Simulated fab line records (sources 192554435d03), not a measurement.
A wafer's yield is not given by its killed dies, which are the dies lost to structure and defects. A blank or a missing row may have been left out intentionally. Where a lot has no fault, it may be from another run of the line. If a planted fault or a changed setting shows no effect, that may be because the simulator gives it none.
fab line records	flow n5-finfet
[record] lots = 7	wafers = 20	last-day = 20
route steps=1938 shown FIN_CUT@175 STI_FIN_REVEAL@183 PASSIVATION@1936
lots untouched by any fault: they come from a run of this same line in which no faults occurred
start-h: hours from the record's first day to the start of the lot's first wafer shown	wait-h: time in hours since the lot's previous step	" unchanged from the row above	L1.1+2: one row covering several wafers at once	- no value, or no start was given	* or withheld: withheld	< > ~ a bound
route shown NAME@n: NAME is a module with steps in the file, n the number in the route of the first one	usual: mean/standard deviation taken from wafers without a fault	same: alike in all rows	chamber/n: place in a boat	sites: the reading at each site	_std_site: the values' standard deviation	_edge_site: inner sites' mean taken away from outer sites' mean	radius-mm: how far each site lies from the wafer's centre	mask NAME#n: copy n	behind: the most recent tool/chamber to have shaped the wafer	hold: why the lot went on hold/how many hours it stayed there/how the hold came to an end	device: the n, p or np transistor that did not switch	end of line: the same wafers' tests at the end of the route	a step without rows: its recipe alone	killed: dies lost to structure and defects at the first sort, not the wafer's yield	map: a wafer's dies, marking killed ones x, the rest . and places with no die _
set.NAME: the setting as run; set.NAME@STEP: as run at that earlier step	model.NAME: the simulator's own value behind a step, which no gauge read
lots at selected steps of the route; one table per step, one row per wafer
services: a tool's chamber out of use, with start hour (start-h, from the record's first day; less than 0 if before it), hours out, and reason
[[steps]]
[step N5_FIN_CUT_PRECLEAN_35]
[recipe] time-s = 13.3	temp-c = 45	pressure-torr = 125	p-hf-torr = 3	p-coreactant-torr = 25	chemistry = vHF
[usual] drypump-motor-current-A = 5.6/0.34	temp-c = 45.00/0.11
[same] time-s = 13.3
lot.wafer	tool	chamber	start-h	wait-h	drypump-motor-current-A	temp-c
L370.1	vapor-etch-02	0	34.46	0.0	5.6	45.14
L370.2	"	1	"	"	5.1	44.95
L370.4	"	1	"	"	5.1	45.11
L375.2	vapor-etch-02	0	63.32	0.0	5.5	44.94
L375.4	"	0	"	"	5.6	45.16
L375.5	"	0	"	"	5.6	44.88
L376.1	vapor-etch-02	1	69.49	0.1	5.1	44.67
L376.5	"	0	"	"	5.6	44.99
L381.1	vapor-etch-02	0	101.76	0.0	5.6	44.97
L381.3	"	0	"	"	5.6	44.96
L381.5	"	1	"	"	5.1	44.93
L383.3	vapor-etch-02	1	111.05	0.1	5.1	44.92
L383.4	"	0	"	"	5.6	45.02
L383.5	"	0	"	"	5.6	45.05
L386.2	vapor-etch-02	0	130.65	0.0	5.6	44.93
L386.3	"	1	"	"	5.1	44.99
L386.6	"	1	"	"	5.1	45.09
L392.2	vapor-etch-01	0	165.49	0.0	5.9	44.84
L392.3	"	0	"	"	6.0	44.86
L392.5	"	0	"	"	6.0	44.90
[step N5_FIN_CUT_CUT_ETCH_15]
[recipe] chemistry = HBr/Cl2/O2	target = Si	target-depth-a = 1000	bt-time-s = 10	mask-material = SOC	time-s = 42.4	ion-energy-ev = *	bias-w = *	pressure-mtorr = 10	icp-w = 800	HBr_flow_sccm = 150	Cl2_flow_sccm = 80	O2_flow_sccm = 12
[usual] drypump-motor-current-A = 5.7/0.44	oes-product-au = 0.990/0.014	throttle-valve-pct = 37.2/0.32
[same] time-s = 42.4
lot.wafer	tool	chamber	start-h	wait-h	drypump-motor-current-A	oes-product-au	rf-hours-counter-h	throttle-valve-pct
L370.1	rie-si-05	3	34.55	0.1	5.1	0.987	7	37.8
L370.2	"	2	"	"	5.1	0.989	90	36.9
L370.4	"	1	"	"	5.8	0.979	50	37.5
L375.2	rie-si-05	3	63.40	0.1	5.1	0.978	7	37.8
L375.4	"	0	"	"	6.2	0.993	8	36.9
L375.5	"	1	"	"	5.9	0.984	-	37.5
L376.1	rie-si-05	3	69.57	0.1	5.1	0.981	7	37.8
L376.5	"	1	"	"	5.9	0.988	-	37.5
L381.1	rie-si-05	1	101.84	0.1	5.9	0.984	51	37.5
L381.3	"	3	"	"	5.0	0.985	8	37.8
L381.5	"	3	"	"	5.1	0.994	-	37.8
L383.3	rie-si-04	3	111.11	0.0	5.9	0.996	175	37.0
L383.4	"	2	"	"	5.9	0.990	119	37.3
L383.5	"	3	"	"	5.9	0.992	-	37.0
L386.2	rie-si-05	1	130.74	0.1	5.9	0.983	52	37.5
L386.3	"	0	"	"	6.2	0.990	9	36.9
L386.6	"	2	"	"	5.1	0.982	-	36.9
L392.2	rie-si-03	1	165.57	0.1	5.9	0.979	153	37.5
L392.3	"	2	"	"	5.6	0.992	83	37.4
L392.5	"	1	"	"	5.9	0.977	-	37.5
[step N5_FIN_CUT_CUT_ETCH_28]
[recipe] chemistry = HBr/Cl2/O2	target = Si	target-depth-a = 60	mask-material = SOC	time-s = 2.4	ion-energy-ev = *	bias-w = *	pressure-mtorr = 10	icp-w = 800	HBr_flow_sccm = 150	Cl2_flow_sccm = 80	O2_flow_sccm = 12
[usual] drypump-motor-current-A = 5.7/0.44	oes-product-au = 0.991/0.014	throttle-valve-pct = 37.2/0.32
[same] time-s = 2.4
lot.wafer	tool	chamber	start-h	wait-h	drypump-motor-current-A	oes-product-au	rf-hours-counter-h	throttle-valve-pct
L370.1	rie-si-05	3	34.60	0.0	5.1	0.990	7	37.8
L370.2	"	2	"	"	5.1	0.982	90	37.0
L370.4	"	1	"	"	5.9	0.987	50	37.5
L375.2	rie-si-05	3	63.46	0.0	5.1	0.993	7	37.8
L375.4	"	0	"	"	6.3	0.990	8	36.9
L375.5	"	1	"	"	5.9	0.977	-	37.5
L376.1	rie-si-05	3	69.62	0.0	5.1	0.988	7	37.8
L376.5	"	1	"	"	5.9	0.974	-	37.5
L381.1	rie-si-05	1	101.89	0.0	5.9	0.978	51	37.5
L381.3	"	3	"	"	5.1	0.981	8	37.8
L381.5	"	3	"	"	5.1	0.987	-	37.8
L383.3	rie-si-04	3	111.16	0.0	5.9	0.987	175	37.0
L383.4	"	2	"	"	5.9	1.008	119	37.3
L383.5	"	3	"	"	5.9	0.990	-	37.0
L386.2	rie-si-05	1	130.79	0.0	5.9	0.983	52	37.5
L386.3	"	0	"	"	6.3	0.981	9	36.9
L386.6	"	2	"	"	5.1	0.994	-	36.9
L392.2	rie-si-03	1	165.62	0.0	5.9	0.975	153	37.5
L392.3	"	2	"	"	5.6	0.982	83	37.4
L392.5	"	1	"	"	5.9	0.993	-	37.5
[step N5_FIN_CUT_STRIP_22]
[recipe] chemistry = N2/H2	power-w = 500	temp-c = 40	pressure-mtorr = 50	rf-frequency-hz = 6e+07	overash-fraction = 0.3	bias-power-w = 8	h2-frac = 0.5	n2-flow-sccm = 300	h2-flow-sccm = 300
[usual] bias-power-w = 8.002/0.024	drypump-motor-current-A = 5.7/0.49	oes-product-au = 0.79/0.082	rf-vpp-V = 54.3/2.2	showerhead-plenum-p-Torr = 3.40/0.1	temp-c = 40.00/0.12	throttle-valve-pct = 18.9/0.42
[same] overash-fraction = 0.3
lot.wafer	tool	chamber	start-h	wait-h	bias-power-w	drypump-motor-current-A	oes-product-au	rf-hours-counter-h	rf-vpp-V	showerhead-plenum-p-Torr	temp-c	throttle-valve-pct
L370.1	rie-diel-03	2	34.67	0.0	7.996	5.4	0.71	174	53.9	3.47	39.89	18.9
L370.2	"	1	"	"	7.994	6.5	0.80	113	53.1	3.37	40.05	18.4
L370.4	"	3	"	"	7.957	4.9	0.79	132	51.6	3.51	39.96	19.4
L375.2	rie-diel-03	1	63.56	0.1	7.979	6.5	0.79	124	51.6	3.36	39.92	18.4
L375.4	"	3	"	"	7.985	4.9	0.78	-	51.7	3.50	40.17	19.4
L375.5	"	2	"	"	8.030	5.4	0.69	-	55.2	3.46	40.01	18.9
L376.1	rie-diel-06	0	69.69	0.0	8.049	5.5	0.68	243	55.4	3.31	40.15	19.0
L376.5	"	1	"	"	7.994	5.4	0.91	-	58.0	3.40	40.11	18.3
L381.1	rie-diel-06	2	102.02	0.1	8.026	5.9	0.82	83	56.2	3.15	40.08	19.2
L381.3	"	3	"	"	7.982	5.8	0.70	178	55.0	3.34	40.05	18.8
L381.5	"	3	"	"	8.028	5.8	0.71	-	54.8	3.34	39.98	18.8
L383.3	rie-diel-02	3	111.23	0.0	7.992	5.7	0.76	177	56.4	3.20	40.13	18.7
L383.4	"	1	"	"	8.009	5.4	0.86	-	53.6	3.54	40.07	18.6
L383.5	"	2	"	"	8.067	5.5	0.75	-	56.7	3.33	40.27	19.1
L386.2	rie-diel-03	0	130.86	0.0	7.997	6.0	0.89	20	57.6	3.48	40.11	19.5
L386.3	"	1	"	"	7.971	6.5	0.79	139	56.8	3.36	39.81	18.4
L386.6	"	1	"	"	8.000	6.5	0.79	-	59.9	3.36	40.02	18.5
L392.2	rie-diel-03	1	165.69	0.0	8.020	6.5	0.77	148	55.3	3.35	40.02	18.5
L392.3	"	2	"	"	8.013	5.4	0.69	214	58.0	3.45	39.89	19.0
L392.5	"	1	"	"	7.987	6.4	0.77	-	54.9	3.35	40.00	18.5
[step N5_FIN_CUT_PRECLEAN_36]
[recipe] chemistry = O3/DIW	time-s = 60	temp-c = 22	o3-ppm = 10
[step N5_FIN_CUT_SRD_32]
[recipe] dry = ipa-marangoni	time-s = 30	temp-c = 23	rinse-liquid = diw
[step N5_FIN_CUT_UV_OZONE_34]
[recipe] time-s = 120	pressure-torr = 760	temp-c = 25
[step N5_FIN_CUT_INSPECT_17]
[recipe] inspect-instrument = brightfield	mode = aei
[usual] raw-defect-count = 236/66
lot.wafer	tool	chamber	start-h	wait-h	raw-defect-count
L370.1	defect-inspect-01	-	34.83	0.0	207
L370.2	"	-	"	"	251
L370.4	"	-	"	"	320
L375.2	defect-inspect-01	-	63.72	0.0	233
L375.4	"	-	"	"	174
L375.5	"	-	"	"	256
L376.1	defect-inspect-01	-	69.86	0.0	200
L376.5	"	-	"	"	246
L381.1	defect-inspect-01	-	102.18	0.0	358
L381.3	"	-	"	"	337
L381.5	"	-	"	"	302
L383.3	defect-inspect-02	-	111.40	0.0	267
L383.4	"	-	"	"	252
L383.5	"	-	"	"	399
L386.2	defect-inspect-02	-	131.02	0.0	153
L386.3	"	-	"	"	339
L386.6	"	-	"	"	286
L392.2	defect-inspect-02	-	165.85	0.0	242
L392.3	"	-	"	"	240
L392.5	"	-	"	"	168
[step N5_STI_FIN_REVEAL_ALD_00]
[recipe] material = SiO2	target-thk-a = 10	temp-c = 300	ald-precursor-family = BDEAS	ald-co-reactant = O2-plasma	pulse-time-s = 1	pressure-torr = 2
[step N5_STI_FIN_REVEAL_ALD_14]
[recipe] material = Si3N4	target-thk-a = 30	temp-c = 400	ald-precursor-family = SiH2I2	ald-co-reactant = N2/H2-plasma	pressure-torr = 2
[usual] heater-power-outer-w = 514/74	heater-power-w = 831/110
lot.wafer	tool	chamber	start-h	wait-h	heater-power-outer-w	heater-power-w
L370.1	ald-sin-01	1	35.48	0.0	522	785
L370.2	"	0	"	"	464	718
L370.4	"	3	"	"	440	726
L375.2	ald-sin-02	3	63.94	0.0	572	871
L375.4	"	1	"	"	550	925
L375.5	"	1	"	"	540	912
L376.1	ald-sin-02	2	70.07	0.0	435	753
L376.5	"	2	"	"	429	768
L381.1	ald-sin-01	3	102.27	0.0	447	737
L381.3	"	0	"	"	469	693
L381.5	"	2	"	"	510	772
L383.3	ald-sin-02	0	112.03	0.0	437	720
L383.4	"	1	"	"	538	914
L383.5	"	1	"	"	530	915
L386.2	ald-sin-04	2	131.10	0.0	471	802
L386.3	"	0	"	"	540	905
L386.6	"	1	"	"	645	1056
L392.2	ald-sin-02	2	165.93	0.0	442	774
L392.3	"	3	"	"	588	877
L392.5	"	2	"	"	431	783
[step N5_STI_FIN_REVEAL_FCVD_FILL_01]
[recipe] material = SiO2_flowable	target-thk-a = 3120	temp-c = 100	pressure-torr = 0.8	rf-w = 2000	time-s = 512.2
[step N5_STI_FIN_REVEAL_DENSIFY_02]
[recipe] temp-c = 650	ambient = steam	time-s = 1800	idle-temp-c = 400	densification-p-h2o-torr = 640
[step N5_STI_FIN_REVEAL_CMP_04]
[recipe] stop-on = Si3N4	t-overpolish-s = 4	down-force-psi = 2	platen-rpm = 54.18	post-cmp-clean = alkaline-brush	pad-velocity-m-s = 1.078	target-thk-nm = 131.83
[usual] motor-current-A = 8.2/1	overpolish-run-s = 4.001/0.0089	slurry-flow-ml-min = 150.0/0.45	time-to-endpoint-s = 107/8.5
lot.wafer	tool	chamber	start-h	wait-h	motor-current-A	overpolish-run-s	slurry-flow-ml-min	time-to-endpoint-s
L370.4	cmp-01	2	41.12	0.0	8.3	3.999	150.3	99
L370.1	"	3	"	"	7.6	3.999	150.2	100
L370.2	"	1	"	"	7.0	3.991	149.5	91
L375.4	cmp-02	0	69.02	0.1	10.3	4.018	150.2	60
L375.2	"	2	"	"	6.9	3.994	150.4	102
L375.5	"	3	"	"	7.8	3.985	149.4	52
L376.1	cmp-02	2	75.22	0.1	7.1	4.002	148.9	109
L376.5	"	0	"	"	10.4	4.019	150.1	59
L381.1	cmp-02	2	107.34	0.1	7.0	4.002	150.2	103
L381.3	"	3	"	"	7.8	4.006	151.4	100
L381.5	"	2	"	"	6.6	4.014	150.6	57
L383.3	cmp-04	1	117.16	0.1	8.7	3.997	150.7	119
L383.4	"	2	"	"	7.1	4.002	150.5	119
L383.5	"	0	"	"	8.0	4.007	150.0	120
L386.3	cmp-01	1	136.27	0.2	7.5	4.008	150.2	93
L386.2	"	3	"	"	7.7	3.994	149.9	108
L386.6	"	2	"	"	8.4	4.005	150.1	100
L392.3	cmp-02	3	170.99	0.0	8.0	4.000	150.6	101
L392.2	"	2	"	"	6.8	3.998	149.8	108
L392.5	"	0	"	"	10.7	4.002	149.6	108
[step N5_STI_FIN_REVEAL_THK_MEAS_05]
[usual] thk-nm = 132.0/1.2
lot.wafer	tool	chamber	start-h	wait-h	thk-nm
L370.1	film-metro-01	-	41.41	-	132.8
L370.2	"	-	"	"	129.2
L370.4	"	-	"	"	131.7
L375.2	film-metro-02	-	69.27	-	132.4
L375.4	"	-	"	"	130.8
L375.5	"	-	"	"	127.1
L376.1	film-metro-01	-	75.40	-	132.9
L376.5	"	-	"	"	129.1
L381.1	film-metro-02	-	107.60	-	131.9
L381.3	"	-	"	"	129.3
L381.5	"	-	"	"	127.4
L383.3	film-metro-02	-	117.38	-	131.3
L383.4	"	-	"	"	131.3
L383.5	"	-	"	"	132.4
L386.2	film-metro-02	-	136.56	-	133.3
L386.3	"	-	"	"	129.5
L386.6	"	-	"	"	133.2
L392.2	film-metro-01	-	171.28	-	132.9
L392.3	"	-	"	"	130.0
L392.5	"	-	"	"	131.9
[step N5_STI_FIN_REVEAL_DENSIFY_30]
[recipe] temp-c = *	time-s = *	ambient = N2	idle-temp-c = 600	ramp-up-c-per-s = 150	ramp-down-c-per-s = 60	cool-to-c = 600
[step N5_PASSIVATION_PROBE_49]
[usual] killed_at_M0_to_M3 = 36/10	killed_at_M4_up = 14/5.2	killed-at-contacts = 12/6	killed-at-front-end = 37/10	killed-at-other = 4/3.3	killed-dies = 104/18	killed-on-rim = 14/4.1	killed-open = 68/14	killed-short = 34/7.4
[same] gross-dies = 1180	killed-at-back-side = 0
lot.wafer	tool	chamber	start-h	wait-h	killed_at_M0_to_M3	killed_at_M4_up	killed-at-contacts	killed-at-front-end	killed-at-other	killed-dies	killed-on-rim	killed-open	killed-short
L370.1	prober-01	-	318.91	0.0	25	24	15	33	3	100	7	79	21
L370.2	prober-01	-	318.96	0.1	29	11	10	33	6	89	17	58	27
L370.4	prober-01	-	319.06	0.2	23	13	13	45	5	99	17	63	34
L376.1	prober-01	-	377.98	0.0	30	11	13	42	5	101	11	69	29
L376.5	prober-01	-	378.18	0.2	44	20	10	49	8	131	18	81	48
L383.3	prober-01	-	400.61	0.1	38	11	9	40	1	99	12	66	32
L383.4	prober-01	-	400.66	0.2	34	24	16	47	4	125	18	79	46
L383.5	prober-01	-	400.71	0.2	33	15	16	46	0	110	19	72	36
L381.1	prober-02	-	419.59	0.0	40	9	15	41	1	106	11	65	39
L381.3	prober-02	-	419.69	0.1	26	9	28	31	8	102	8	66	34
L381.5	prober-02	-	419.79	0.2	46	17	23	33	6	125	10	70	55
L392.2	prober-01	-	478.25	0.1	48	16	3	23	2	92	12	57	34
L392.3	prober-01	-	478.30	0.1	42	9	6	29	12	98	6	60	37
L392.5	prober-01	-	478.40	0.2	18	15	7	46	3	89	10	58	30
// killed by level:class
L370.1 MOL_CONTACT_COAG:geometric-particle:open=13 STI_FIN_REVEAL:geometric-particle:open=11 BEOL_M4:geometric-particle:open=8 BEOL_M1:geometric-particle:open=7 BEOL_M7:geometric-particle:open=6 BEOL_M0_SAQP:geometric-particle:short=5 FIN_SAQP:geometric-particle:short=4 BEOL_M2:geometric-particle:open=4
L370.2 FIN_SAQP:geometric-particle:open=10 BEOL_M3:geometric-particle:open=9 BEOL_M4:geometric-particle:open=8 MOL_CONTACT_COAG:geometric-particle:open=7 BEOL_M3:geometric-particle:short=7 BEOL_M1:geometric-particle:open=6 STI_FIN_REVEAL:geometric-particle:open=4 GATE_CUT:geometric-particle:short=4
L370.4 FIN_SAQP:geometric-particle:open=12 MOL_CONTACT_COAG:geometric-particle:open=9 DUMMY_GATE:geometric-particle:open=7 BEOL_M1:geometric-particle:open=7 BEOL_M3:geometric-particle:open=5 BEOL_M2:geometric-particle:open=5 FIN_SAQP:geometric-particle:short=4 GATE_CUT:geometric-particle:short=4
L376.1 FIN_SAQP:geometric-particle:open=13 MOL_CONTACT_COAG:geometric-particle:open=11 BEOL_M0_SAQP:geometric-particle:open=8 FIN_SAQP:geometric-particle:short=7 STI_FIN_REVEAL:geometric-particle:open=7 BEOL_M0_SAQP:geometric-particle:short=6 BEOL_M2:geometric-particle:open=6 DUMMY_GATE:geometric-particle:open=5
L376.5 BEOL_M0_SAQP:geometric-particle:short=20 FIN_SAQP:geometric-particle:short=11 STI_FIN_REVEAL:geometric-particle:open=11 FIN_SAQP:geometric-particle:open=8 MOL_CONTACT_COAG:geometric-particle:open=8 BEOL_M4:geometric-particle:open=8 BEOL_M0_SAQP:geometric-particle:open=7 BEOL_M2:geometric-particle:open=7
L383.3 STI_FIN_REVEAL:geometric-particle:open=15 BEOL_M0_SAQP:geometric-particle:open=14 MOL_CONTACT_COAG:geometric-particle:open=9 BEOL_M0_SAQP:geometric-particle:short=9 BEOL_M2:geometric-particle:open=6 ILD0:geometric-particle:short=5 FIN_SAQP:geometric-particle:short=4 BEOL_M1:geometric-particle:open=4
L383.4 FIN_SAQP:geometric-particle:open=16 BEOL_M0_SAQP:geometric-particle:short=12 MOL_CONTACT_COAG:geometric-particle:open=12 BEOL_M0_SAQP:geometric-particle:open=11 BEOL_M4:geometric-particle:open=11 FIN_SAQP:geometric-particle:short=7 STI_FIN_REVEAL:geometric-particle:open=6 BEOL_M1:geometric-particle:open=4
L383.5 MOL_CONTACT_COAG:geometric-particle:open=13 BEOL_M0_SAQP:geometric-particle:open=10 STI_FIN_REVEAL:geometric-particle:open=9 GATE_CUT:geometric-particle:short=8 BEOL_M0_SAQP:geometric-particle:short=7 FIN_SAQP:geometric-particle:open=6 BEOL_M1:geometric-particle:open=6 GATE_CUT:geometric-particle:open=5
L381.1 BEOL_M0_SAQP:geometric-particle:short=13 FIN_SAQP:geometric-particle:open=10 MOL_CONTACT_COAG:geometric-particle:open=10 BEOL_M0_SAQP:geometric-particle:open=8 FIN_SAQP:geometric-particle:short=5 MOL_CONTACT_COAG:geometric-particle:short=5 BEOL_M2:geometric-particle:open=5 BEOL_M3:geometric-particle:open=5
L381.3 MOL_CONTACT_COAG:geometric-particle:open=23 BEOL_M3:geometric-particle:short=7 STI_FIN_REVEAL:geometric-particle:open=6 BEOL_M2:geometric-particle:open=6 DUMMY_GATE:geometric-particle:open=5 MOL_CONTACT_COAG:geometric-particle:short=5 BEOL_M4:geometric-particle:open=4 GATE_CUT:geometric-particle:short=4
L381.5 BEOL_M0_SAQP:geometric-particle:open=16 MOL_CONTACT_COAG:geometric-particle:open=15 BEOL_M0_SAQP:geometric-particle:short=12 MOL_CONTACT_COAG:geometric-particle:short=8 BEOL_M3:geometric-particle:open=7 GATE_CUT:geometric-particle:short=5 BEOL_M5:geometric-particle:short=5 FIN_SAQP:geometric-particle:short=4
L392.2 BEOL_M2:geometric-particle:open=13 BEOL_M3:geometric-particle:open=8 BEOL_M2:geometric-particle:short=7 STI_FIN_REVEAL:geometric-particle:open=6 BEOL_M0_SAQP:geometric-particle:short=6 BEOL_M4:geometric-particle:open=6 STI_FIN_REVEAL:geometric-particle:short=5 BEOL_M0_SAQP:geometric-particle:open=5
L392.3 BEOL_M0_SAQP:geometric-particle:open=10 GATE_CUT:geometric-particle:short=7 BEOL_M1:geometric-particle:open=7 MOL_CONTACT_COAG:geometric-particle:open=6 BEOL_M0_SAQP:geometric-particle:short=6 FIN_SAQP:geometric-particle:short=5 BEOL_M2:geometric-particle:open=5 MIM_TOP_ETCH:geometric-particle:open=5
L392.5 STI_FIN_REVEAL:geometric-particle:open=12 GATE_CUT:geometric-particle:open=7 BEOL_M4:geometric-particle:open=7 MOL_CONTACT_COAG:geometric-particle:open=6 BEOL_M2:geometric-particle:open=6 STI_FIN_REVEAL:geometric-particle:short=5 STARTING-WAFER:geometric-particle:short=4 FIN_SAQP:geometric-particle:short=3
[[services]]
tool	chamber	start-h	hours	kind
cmp-02	-	11.81	4.2	repair
rie-diel-03	3	22.47	5.6	repair
rie-diel-03	-	24.05	0.2	repair
rie-diel-06	-	46.09	0.8	repair
cmp-02	-	48.72	1.1	repair
cmp-02	-	50.33	4.2	repair
cmp-02	-	58.36	0.8	repair
cmp-01	-	64.88	1.9	repair
ald-sin-02	0	73.26	3.7	repair
ald-sin-02	-	74.93	0.8	pm
cmp-01	-	82.29	1.2	repair
cmp-01	-	85.78	4.0	pm
rie-si-05	-	90.61	0.2	repair
rie-diel-03	1	114.46	10.7	repair
rie-si-05	-	114.55	0.3	repair
rie-si-05	3	124.57	9.0	repair
ald-sin-02	0	137.06	5.4	repair
rie-diel-03	3	139.89	3.5	repair
ald-sin-02	3	141.38	19.9	repair
rie-si-03	-	143.02	2.8	pm
cmp-01	-	143.49	16.2	pm
cmp-02	-	144.13	7.5	pm
rie-si-05	1	157.05	4.5	repair
rie-diel-06	3	163.11	4.1	repair
[[key]]
[first-sign] step = N5_STI_FIN_REVEAL_CMP_04	reading = time-to-endpoint-s	direction = down	sigmas = 5.9	usual = *	struck = *
[effect] step = N5_STI_FIN_REVEAL_THK_MEAS_05	reading = thk-nm	direction = down	sigmas = 2.9	usual = *	struck = *
met-at N5_STI_FIN_REVEAL_CMP_04
struck-wafers L375.4,L375.5,L376.5,L381.5
tester-left-out L375,L376,L381
[fault] kind = process-parameter-drift	tool = cmp-02	chamber = -	onset-h = 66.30	steps = N5_STI_FIN_REVEAL_CMP_04	channel = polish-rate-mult	offset = 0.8	shape = step	end-h = 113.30	scope = struck-wafers-only
// tester-left-out: of these lots the tester's yield and bins aren't shown, on N5 and GAA mostly nor the transistor test; their killed dies are dies lost to structure and defects alone, not to doping, threshold or leakage, so they don't give the yield
